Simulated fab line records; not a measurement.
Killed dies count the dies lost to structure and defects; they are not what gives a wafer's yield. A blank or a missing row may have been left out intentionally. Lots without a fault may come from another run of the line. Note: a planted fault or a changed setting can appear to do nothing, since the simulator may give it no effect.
The tool behind it: which one? ; flow n5_finfet ; 24 lots with 72 wafers sampled at 6 steps, on a route of 1938 steps

WHAT THE GAUGES SHOWED, per wafer
N5_FIN_CUT_CD_MEAS_08: target cd 29.1 nm.
lot;measured;on;cd_nm (nm)
L074;day 2 06:54;cd_sem-01;29.30 28.98 29.33
L075;day 2 09:38;cd_sem-02;28.99 29.23 29.39
L076;day 2 16:34;cd_sem-01;29.11 28.88 29.58
L077;day 3 04:25;cd_sem-01;28.70 29.08 28.72
L078;day 3 04:47;cd_sem-01;28.92 28.90 29.08
L079;day 3 12:13;cd_sem-02;29.33 29.06 29.25
L080;day 3 18:21;cd_sem-01;29.01 28.82 28.54
L081;day 3 22:14;cd_sem-01;29.25 28.91 28.88
L082;day 4 03:37;cd_sem-02;28.62 28.95 29.16
L083;day 4 10:49;cd_sem-02;28.75 29.11 29.13
L084;day 4 18:29;cd_sem-02;28.89 28.96 29.01
L085;day 4 20:41;cd_sem-01;28.78 29.15 28.95
L086;day 5 04:55;cd_sem-02;28.74 28.96 29.07
L087;day 5 08:26;cd_sem-01;28.48 28.91 29.10
L088;day 5 15:01;cd_sem-01;29.12 29.20 29.26
L089;day 5 21:45;cd_sem-01;28.64 29.46 28.59
L090;day 6 02:40;cd_sem-02;29.04 28.96 28.89
L091;day 6 09:44;cd_sem-01;28.75 29.04 28.74
L092;day 6 15:28;cd_sem-01;29.20 28.60 28.78
L093;day 6 21:53;cd_sem-01;29.56 29.27 29.08
L094;day 7 02:40;cd_sem-01;28.90 28.94 29.02
L095;day 7 09:38;cd_sem-02;29.39 29.43 29.19
L096;day 7 15:58;cd_sem-01;29.27 29.14 28.77
L097;day 7 20:28;cd_sem-01;29.27 28.92 29.09

N5_DUMMY_GATE_THK_MEAS_05.
lot;measured;on;thk_nm (nm)
L074;day 2 23:40;film_metro-01;72.5 72.1 72.2
L075;day 3 01:19;film_metro-02;71.2 72.1 71.8
L076;day 3 08:40;film_metro-02;72.0 73.2 72.2
L077;day 3 19:35;film_metro-02;72.8 71.7 72.2
L078;day 3 19:48;film_metro-02;72.1 71.3 71.8
L079;day 4 05:33;film_metro-02;72.0 73.1 71.8
L080;day 4 08:28;film_metro-02;71.2 70.9 71.0
L081;day 4 13:29;film_metro-01;72.1 72.4 71.1
L082;day 4 17:35;film_metro-01;72.2 72.4 71.9
L083;day 5 03:41;film_metro-02;72.7 73.6 72.2
L084;day 5 09:52;film_metro-02;71.4 72.7 71.2
L085;day 5 11:37;film_metro-01;72.2 73.9 72.4
L086;day 5 19:24;film_metro-02;72.0 71.1 72.4
L087;day 5 22:51;film_metro-01;71.4 71.6 72.6
L088;day 6 05:25;film_metro-02;72.2 71.6 72.8
L089;day 6 12:22;film_metro-01;71.3 71.9 71.8
L090;day 6 17:10;film_metro-02;71.0 72.6 72.7
L091;day 7 00:01;film_metro-01;71.2 73.5 71.0
L092;day 7 05:42;film_metro-01;73.2 73.1 73.9
L093;day 7 13:43;film_metro-02;72.9 72.5 72.8
L094;day 7 18:25;film_metro-01;70.6 71.4 71.9
L095;day 8 01:25;film_metro-01;71.3 72.0 72.2
L096;day 8 07:01;film_metro-01;71.6 71.7 71.5
L097;day 8 12:29;film_metro-01;73.0 71.8 71.8

WHAT TOOL EACH LOT RAN ON (gives the tool, then ch and the chambers of the sampled wafers, and finally the start)
lot;N5_FIN_SAQP_ETCH_52;N5_FIN_SAQP_ETCH_67;N5_FIN_SAQP_SPACER2_ETCHBACK_29;N5_STI_FIN_REVEAL_RECESS_09
L074;rie_diel-06 ch 1,2,3, day 1 22:56;rie_diel-06 ch 1,2, day 2 03:35;rie_diel-03 ch 1,2,3, day 2 05:34;vapor_etch-02 ch 0, day 2 15:07
L075;rie_diel-03 ch 0,1,3, day 2 04:13;rie_diel-03 ch 0,1,3, day 2 07:17;rie_diel-01 ch 0,1,3, day 2 08:31;vapor_etch-01 ch 0,1, day 2 17:23
L076;rie_diel-03 ch 1,2,3, day 2 11:08;rie_diel-06 ch 0,1,3, day 2 14:22;rie_diel-01 ch 0,1,3, day 2 15:29;vapor_etch-02 ch 0,1, day 3 01:41
L077;rie_diel-06 ch 1,2,3, day 2 21:57;rie_diel-06 ch 1,2, day 3 02:07;rie_diel-03 ch 0,1,3, day 3 03:12;vapor_etch-02 ch 0,1, day 3 12:29
L078;rie_diel-06 ch 0,2, day 2 23:44;rie_diel-06 ch 1,2,3, day 3 02:43;rie_diel-06 ch 0,2, day 3 03:25;vapor_etch-01 ch 0,1, day 3 12:50
L079;rie_diel-03 ch 0,1,2, day 3 04:52;rie_diel-06 ch 0,1,3, day 3 08:22;rie_diel-03 ch 0,1,2, day 3 10:40;vapor_etch-02 ch 0,1, day 3 22:31
L080;rie_diel-06 ch 0,2,3, day 3 12:24;rie_diel-06 ch 0,1,3, day 3 16:22;rie_diel-03 ch 1,2, day 3 17:04;vapor_etch-02 ch 0,1, day 4 01:29
L081;rie_diel-06 ch 0,3, day 3 16:55;rie_diel-03 ch 2,3, day 3 20:04;rie_diel-06 ch 0,2,3, day 3 20:43;vapor_etch-01 ch 0,1, day 4 05:54
L082;rie_diel-06 ch 0,1, day 3 22:55;rie_diel-01 ch 1,2, day 4 01:56;rie_diel-01 ch 1,2, day 4 02:31;vapor_etch-02 ch 0,1, day 4 10:37
L083;rie_diel-03 ch 2,3, day 4 05:28;rie_diel-06 ch 0,1,2, day 4 08:37;rie_diel-06 ch 0,2,3, day 4 09:43;vapor_etch-02 ch 0,1, day 4 17:49
L084;rie_diel-01 ch 1,2,3, day 4 12:57;rie_diel-03 ch 0,3, day 4 15:54;rie_diel-01 ch 1,2, day 4 17:24;vapor_etch-01 ch 0,1, day 5 02:53
L085;rie_diel-06 ch 0,1,2, day 4 15:21;rie_diel-03 ch 1,2, day 4 18:02;rie_diel-06 ch 1,2, day 4 19:26;vapor_etch-02 ch 0,1, day 5 04:16
L086;rie_diel-06 ch 0,1,2, day 4 22:44;rie_diel-03 ch 0,1,3, day 5 03:08;rie_diel-03 ch 1,2,3, day 5 03:43;vapor_etch-02 ch 0,1, day 5 11:53
L087;rie_diel-06 ch 1,2, day 5 03:58;rie_diel-03 ch 2,3, day 5 06:40;rie_diel-01 ch 0,1,3, day 5 07:14;vapor_etch-01 ch 0,1, day 5 16:23
L088;rie_diel-01 ch 0,1,2, day 5 09:47;rie_diel-03 ch 1,2,3, day 5 12:40;rie_diel-01 ch 0,1,2, day 5 13:49;vapor_etch-01 ch 0,1, day 5 22:15
L089;rie_diel-03 ch 0,2, day 5 16:40;rie_diel-01 ch 1,2,3, day 5 20:05;rie_diel-01 ch 1,3, day 5 20:40;vapor_etch-01 ch 0,1, day 6 05:24
L090;rie_diel-01 ch 0,1,2, day 5 21:39;rie_diel-06 ch 0,1, day 6 00:34;rie_diel-06 ch 0,2, day 6 01:08;vapor_etch-02 ch 0,1, day 6 10:12
L091;rie_diel-03 ch 0,3, day 6 05:02;rie_diel-01 ch 0,1,3, day 6 07:59;rie_diel-01 ch 0,1,3, day 6 08:35;vapor_etch-01 ch 0,1, day 6 16:59
L092;rie_diel-06 ch 0,3, day 6 10:12;rie_diel-03 ch 1,2, day 6 13:11;rie_diel-06 ch 0,1,3, day 6 14:15;vapor_etch-01 ch 0,1, day 6 22:32
L093;rie_diel-03 ch 1,2, day 6 16:59;rie_diel-03 ch 0,2, day 6 19:45;rie_diel-06 ch 0,1,3, day 6 20:41;vapor_etch-02 ch 0,1, day 7 04:55
L094;rie_diel-03 ch 2,3, day 6 22:07;rie_diel-06 ch 0,1,3, day 7 00:56;rie_diel-01 ch 0,1,2, day 7 01:32;vapor_etch-02 ch 0,1, day 7 09:38
L095;rie_diel-03 ch 0,1,2, day 7 05:00;rie_diel-01 ch 0,1, day 7 07:58;rie_diel-03 ch 1,2,3, day 7 08:32;vapor_etch-01 ch 0,1, day 7 17:06
L096;rie_diel-06 ch 0,2, day 7 11:15;rie_diel-03 ch 1,2,3, day 7 14:11;rie_diel-01 ch 0,2, day 7 14:46;vapor_etch-01 ch 0,1, day 7 23:42
L097;rie_diel-01 ch 0,1,2, day 7 15:58;rie_diel-01 ch 0,3, day 7 18:49;rie_diel-06 ch 0,3, day 7 19:23;vapor_etch-02 ch 0, day 8 03:41
- N5_FIN_SAQP_ETCH_52: etches SOC in N2/H2, target depth 100 nm, overetch 20 nm, time 150 s.
- N5_FIN_SAQP_ETCH_67: etches SiNx in CH3F/O2, target depth 30 nm.
- N5_FIN_SAQP_SPACER2_ETCHBACK_29: etches SiO2 in CHF3/O2, target depth 12.2 nm, time 6.1 s.
- N5_STI_FIN_REVEAL_RECESS_09: chemistry HF/NH3, target SiO2, afs cycles 11, target depth 42.5 nm, sublimation time 60 s.

WHAT THE TOOLS THEMSELVES READ (means of the sampled wafers that have a number; where no wafer has one, the mark that the record gives instead)
N5_FIN_SAQP_ETCH_52.
lot;tool;drypump_motor_current_A (A);oes_product_au (a.u.);rf_vpp_V (V);showerhead_plenum_p_Torr (Torr);throttle_valve_pct (%)
L074;rie_diel-06;6.0;0.78;523.4;2.54;17.87
L075;rie_diel-03;5.6;0.66;522.8;2.49;17.90
L076;rie_diel-03;5.5;0.69;523.0;2.51;17.79
L077;rie_diel-06;6.0;0.77;524.3;2.54;17.88
L078;rie_diel-06;6.5;0.71;524.6;2.55;17.97
L079;rie_diel-03;5.8;0.69;524.2;2.57;17.88
L080;rie_diel-06;6.0;0.74;523.8;2.57;17.79
L081;rie_diel-06;5.5;0.77;524.8;2.58;17.66
L082;rie_diel-06;5.8;0.73;523.4;2.54;17.88
L083;rie_diel-03;5.3;0.69;523.5;2.51;17.89
L084;rie_diel-01;5.8;0.68;524.1;2.58;17.73
L085;rie_diel-06;6.1;0.72;523.2;2.53;17.98
L086;rie_diel-06;6.1;0.72;523.1;2.52;17.98
L087;rie_diel-06;6.2;0.74;521.9;2.49;18.06
L088;rie_diel-01;5.6;0.76;524.9;2.58;17.89
L089;rie_diel-03;5.8;0.71;526.9;2.66;17.94
L090;rie_diel-01;5.6;0.75;524.4;2.57;17.89
L091;rie_diel-03;5.4;0.65;521.4;2.48;18.01
L092;rie_diel-06;5.7;0.72;523.7;2.57;17.77
L093;rie_diel-03;5.7;0.76;527.4;2.68;17.70
L094;rie_diel-03;5.5;0.70;524.8;2.58;17.88
L095;rie_diel-03;5.8;0.73;528.3;2.66;17.80
L096;rie_diel-06;6.1;0.69;523.8;2.54;17.94
L097;rie_diel-01;5.6;0.73;524.3;2.57;17.93

N5_FIN_SAQP_ETCH_67.
lot;tool;drypump_motor_current_A (A);mfc_ar_sccm (sccm);oes_product_au (a.u.);rf_vpp_V (V);showerhead_plenum_p_Torr (Torr);throttle_valve_pct (%)
L074;rie_diel-06;6.1;150.6;0.86;297.0;1.98;16.57
L075;rie_diel-03;5.6;149.9;0.73;295.6;1.96;16.49
L076;rie_diel-06;5.6;149.8;0.88;297.6;2.01;16.30
L077;rie_diel-06;6.1;149.8;0.85;296.0;1.97;16.58
L078;rie_diel-06;6.0;150.1;0.86;298.4;2.00;16.45
L079;rie_diel-06;5.6;149.4;0.87;296.8;2.00;16.32
L080;rie_diel-06;5.7;149.6;0.86;297.5;2.00;16.33
L081;rie_diel-03;5.5;150.5;0.81;299.0;2.04;16.44
L082;rie_diel-01;5.6;150.1;0.83;298.7;2.05;16.11
L083;rie_diel-06;6.1;150.1;0.81;297.5;1.99;16.56
L084;rie_diel-03;5.4;150.2;0.73;296.3;1.96;16.57
L085;rie_diel-03;5.8;149.3;0.93;297.5;2.13;16.13
L086;rie_diel-03;5.6;149.8;0.80;296.5;2.04;16.39
L087;rie_diel-03;5.3;149.6;0.75;297.5;1.98;16.50
L088;rie_diel-03;5.5;149.8;0.83;297.6;2.05;16.33
L089;rie_diel-01;5.8;150.4;0.75;298.7;2.02;16.25
L090;rie_diel-06;5.8;149.9;0.80;297.1;1.99;16.44
L091;rie_diel-01;5.7;149.7;0.82;297.9;1.98;16.28
L092;rie_diel-03;5.7;150.1;0.90;298.4;2.12;16.15
L093;rie_diel-03;5.9;150.1;0.75;300.1;2.08;16.60
L094;rie_diel-06;5.6;149.8;0.83;296.9;1.99;16.39
L095;rie_diel-01;5.5;150.4;0.87;297.9;1.98;16.37
L096;rie_diel-03;5.5;150.4;0.80;297.2;2.04;16.36
L097;rie_diel-01;5.7;149.7;0.91;298.8;1.96;16.33

N5_FIN_SAQP_SPACER2_ETCHBACK_29.
lot;tool;drypump_motor_current_A (A);mfc_ar_sccm (sccm);oes_product_au (a.u.);rf_vpp_V (V);showerhead_plenum_p_Torr (Torr);throttle_valve_pct (%)
L074;rie_diel-03;5.5;200.6;0.78;522;2.38;18.94
L075;rie_diel-01;5.7;199.6;0.74;525;2.40;18.91
L076;rie_diel-01;5.7;200.5;0.74;524;2.40;18.92
L077;rie_diel-03;5.6;199.8;0.73;521;2.37;19.02
L078;rie_diel-06;6.1;199.9;0.80;525;2.43;19.03
L079;rie_diel-03;5.8;199.5;0.76;524;2.44;19.01
L080;rie_diel-03;5.7;200.0;0.80;525;2.45;18.95
L081;rie_diel-06;6.0;199.8;0.83;527;2.43;18.97
L082;rie_diel-01;5.7;200.3;0.83;525;2.46;18.65
L083;rie_diel-06;6.0;200.1;0.83;526;2.43;18.99
L084;rie_diel-01;5.6;199.6;0.82;525;2.46;18.66
L085;rie_diel-06;6.5;200.2;0.80;526;2.40;19.25
L086;rie_diel-03;5.5;200.3;0.84;523;2.47;18.86
L087;rie_diel-01;5.7;200.3;0.83;524;2.40;18.80
L088;rie_diel-01;5.6;200.8;0.85;526;2.44;18.89
L089;rie_diel-01;5.7;199.9;0.78;524;2.42;18.59
L090;rie_diel-06;6.5;199.6;0.77;527;2.42;19.22
L091;rie_diel-01;5.7;199.1;0.81;523;2.39;18.82
L092;rie_diel-06;5.6;199.5;0.83;524;2.40;18.94
L093;rie_diel-06;5.7;199.7;0.82;525;2.40;18.94
L094;rie_diel-01;5.6;200.5;0.83;526;2.43;18.90
L095;rie_diel-03;5.5;200.1;0.80;524;2.46;18.90
L096;rie_diel-01;5.6;200.1;0.84;528;2.41;19.15
L097;rie_diel-06;5.5;200.3;0.82;527;2.43;18.82

N5_STI_FIN_REVEAL_RECESS_09.
lot;tool;drypump_motor_current_A (A)
L074;vapor_etch-02;5.2
L075;vapor_etch-01;6.4
L076;vapor_etch-02;5.7
L077;vapor_etch-02;5.5
L078;vapor_etch-01;6.4
L079;vapor_etch-02;5.5
L080;vapor_etch-02;5.5
L081;vapor_etch-01;6.4
L082;vapor_etch-02;5.7
L083;vapor_etch-02;5.5
L084;vapor_etch-01;6.3
L085;vapor_etch-02;5.5
L086;vapor_etch-02;5.5
L087;vapor_etch-01;6.4
L088;vapor_etch-01;6.4
L089;vapor_etch-01;6.4
L090;vapor_etch-02;5.7
L091;vapor_etch-01;6.4
L092;vapor_etch-01;6.4
L093;vapor_etch-02;5.8
L094;vapor_etch-02;5.7
L095;vapor_etch-01;6.4
L096;vapor_etch-01;6.4
L097;vapor_etch-02;5.2

THE ANSWER, worked out from the rows above alone
Rule: what is usual is taken from the lots themselves. The widest of any qualifying gaps counts: lots, ordered by their means at a reading, are off when they make up no more than a third of the lots, leave a main group of 4 or more, and stand apart from it by 3 or more times the standard deviation of that group's means. If all means in a main group match to the digits the tables above print for the reading, that group is not used. Also off: a lot with no number at a reading for which 4 or more lots have one. The other lots that the step has rows for count as sound. Order of review: gauges by route order, followed by the tools' own readings, for which a lot's mean as printed above is used. The first step at which some lot is off is used, and at that step the reading that is off furthest; a lot without a number counts as furthest.
No lot is off on any of the readings shown, so nothing can be concluded from this.

WHAT WAS PUT IN BY THE SIMULATOR
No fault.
